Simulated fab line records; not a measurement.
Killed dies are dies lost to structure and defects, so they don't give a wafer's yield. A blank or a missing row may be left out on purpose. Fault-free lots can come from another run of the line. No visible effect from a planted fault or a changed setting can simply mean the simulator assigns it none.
Split-lot trial + flow n5Finfet + on a route of 1938 steps: 7 lots, 21 wafers read

ON THE SPLIT
At N5_BEOL_M5_ETCH_72 (etches underlayer in N2/H2, target depth 6.5 nm, time 5.2 s), the setting sourceW was moved away from the recipe's 840 W on 6 of the 21 wafers read, by -18.0% to +13.7%. The other wafers ran this setting at the recipe's value.

The reading comes from the split's own step.

THE READING
rfVppV, in V, at N5_BEOL_M5_ETCH_72 (etches underlayer in N2/H2, target depth 6.5 nm, time 5.2 s). Typical for fault-free wafers on this fab line: 524.6 V, with standard deviation 2.8 V.

| wafer  | tool, chamber at the split | sourceW as run, W | against the recipe | rfVppV, V | against lot-mates on the recipe |
|--------|----------------------------|-------------------|--------------------|-----------|---------------------------------|
| L076.4 | rieDiel-04, 0              | 840               | recipe             | 524.8     | -                               |
| L076.5 | rieDiel-04, 1              | 724.6             | -13.7%             | 554.6     | +29.8                           |
| L076.6 | rieDiel-04, 2              | 724.6             | -13.7%             | 555.1     | +30.3                           |
| L075.2 | rieDiel-01, 3              | 840               | recipe             | 522.9     | -                               |
| L075.5 | rieDiel-01, 2              | 840               | recipe             | 523.2     | -                               |
| L075.6 | rieDiel-01, 1              | 840               | recipe             | 521.3     | -                               |
| L081.2 | rieDiel-01, 1              | 840               | recipe             | 521.3     | -                               |
| L081.3 | rieDiel-01, 3              | 840               | recipe             | 524.9     | -                               |
| L081.4 | rieDiel-01, 3              | 840               | recipe             | 523.0     | -                               |
| L083.4 | rieDiel-04, 2              | 688.9             | -18.0%             | 562.9     | +33.6                           |
| L083.5 | rieDiel-04, 3              | 840               | recipe             | 527.8     | -                               |
| L083.6 | rieDiel-04, 2              | 840               | recipe             | 530.7     | -                               |
| L082.1 | rieDiel-05, 0              | 937.5             | +11.6%             | 505.7     | -18.8                           |
| L082.3 | rieDiel-05, 3              | 840               | recipe             | 526.1     | -                               |
| L082.5 | rieDiel-05, 0              | 840               | recipe             | 522.9     | -                               |
| L097.2 | rieDiel-04, 0              | 840               | recipe             | 525.5     | -                               |
| L097.3 | rieDiel-04, 2              | 840               | recipe             | 529.9     | -                               |
| L097.5 | rieDiel-04, 0              | 840               | recipe             | 521.1     | -                               |
| L096.2 | rieDiel-01, 3              | 955.1             | +13.7%             | 501.7     | -21.0                           |
| L096.3 | rieDiel-01, 2              | 955.1             | +13.7%             | 500.4     | -22.3                           |
| L096.4 | rieDiel-01, 1              | 840               | recipe             | 522.7     | -                               |

THE FIT
A straight line over all 21 wafers: rfVppV changes by -1.96 V for each +1% of sourceW; r = -0.98; the points scatter about the line by 3.1 V.
The same after taking each lot's own level away (the mean of its wafers on the recipe; 21 wafers): -1.85 V for each +1%; r = -0.99; scatter 2.5 V.
Per that fit: largest sourceW move, reading shift of 33 V.
Measured against the standard deviation above, the lots' own levels, which go from 522.47 to 529.25 V, span 2.4 times it.
Consequently the slope shifts little with the lot-to-lot level, the two slopes agreeing.
Check: for one of the wafers moved furthest among these (-18.0%), held out of the fit, the line's prediction against its lot-mates is +34.4 V. Against them it came out at +33.6 V.
Tool readings at the split's step, against how far the setting was moved: etchRfOnTimeS r = -0.88; rfVppV r = -0.98.

FURTHER SPLITS ON THESE WAFERS
Other splits were also applied to these wafers ahead of the reading. Each is held against what the fit with the lots' levels taken away leaves over:
| other split on the same wafers | wafers away from the commonest value | r with rfVppV (lot level and that fit taken away) |
|--------------------------------|--------------------------------------|---------------------------------------------------|
| N5_BEOL_M4_COAT_73 spinRpm     | 5                                    | -0.27                                             |
| N5_BEOL_M4_DESCUM_16 timeS     | 6                                    | -0.11                                             |
| N5_BEOL_M4_COAT_67 spinRpm     | 7                                    | +0.12                                             |

THE WHOLE CHAIN: every reading that the file lists as answering this split, in the file's order
| step               | what it does                                                | reading       | change (the file's fit)              | r (the file's) |
|--------------------|-------------------------------------------------------------|---------------|--------------------------------------|----------------|
| N5_BEOL_M5_ETCH_72 | etches underlayer in N2/H2, target depth 6.5 nm, time 5.2 s | etchRfOnTimeS | withheld for each +1% of the setting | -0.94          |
| N5_BEOL_M5_ETCH_72 | etches underlayer in N2/H2, target depth 6.5 nm, time 5.2 s | rfVppV        | -1.84 V for each +1% of the setting  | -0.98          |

THE FILE'S OWN FIT
rfVppV changes by -1.84 V for each +1% of sourceW, r = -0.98.
